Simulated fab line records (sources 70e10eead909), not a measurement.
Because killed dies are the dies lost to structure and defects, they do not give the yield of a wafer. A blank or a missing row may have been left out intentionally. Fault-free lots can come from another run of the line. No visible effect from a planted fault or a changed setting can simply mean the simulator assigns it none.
Chamber matching | flow nand_harc | NHARC_A_STAIRCASE_ETCH_444 on rie_diel-01 has 4 sister chambers
The step etches the open film in C4F8/O2, target depth 20400 nm, time 6800 s. 7 wafers are shown with their chamber, then 7 later ones without.

== WAFERS PAIRED WITH THEIR CHAMBERS ==
wafer  | chamber | rf_vpp_V (V) | oes_product_au (a.u.)
L078.3 | 2       | 814          | 0.922
L082.3 | 3       | 802          | 0.935
L085.1 | 3       | 801          | 0.934
L085.2 | 2       | 813          | 0.937
L085.3 | 0       | 804          | 0.941
L086.3 | 0       | 803          | 0.923
L086.4 | 1       | 806          | 0.917

== WAFERS WHOSE CHAMBER IS MISSING ==
wafer  | rf_vpp_V (V) | oes_product_au (a.u.)
L086.6 | 803          | 0.922
L092.2 | 803          | 0.979
L092.4 | 799          | 0.963
L092.6 | 815          | 0.969
L097.2 | 804          | 0.922
L097.4 | 804          | 0.913
L097.6 | 803          | 0.922

== THE CHAMBER EACH PASSED THROUGH ==
wafer  | from the rows above     | in truth
L086.6 | can't be placed: 0 or 3 | 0
L092.2 | can't be placed: 0 or 3 | 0
L092.4 | 3                       | 3
L092.6 | 2                       | 2
L097.2 | can't be placed: 0 or 1 | 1
L097.4 | can't be placed: 0 or 1 | 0
L097.6 | can't be placed: 0 or 3 | 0
Placed correctly: 2 of 7. Can't be placed from these rows: 5 (the true chamber is among the candidates in 5). 0 placed wrongly.
How it was worked out, from the rows above alone: a wafer's distance from a chamber is the root of the sum, over the readings, of the square of ((its reading less the chamber's mean) divided by the reading's scatter). If the next closest chamber is less than 2 further off than the closest, the wafer can't be placed; otherwise it belongs to the closest. Each chamber's mean is taken over the wafers shown for it. The scatter: take each reading less its chamber's mean, square it, sum over the shown wafers, divide by the number of wafers less the number of chambers, and take the root.
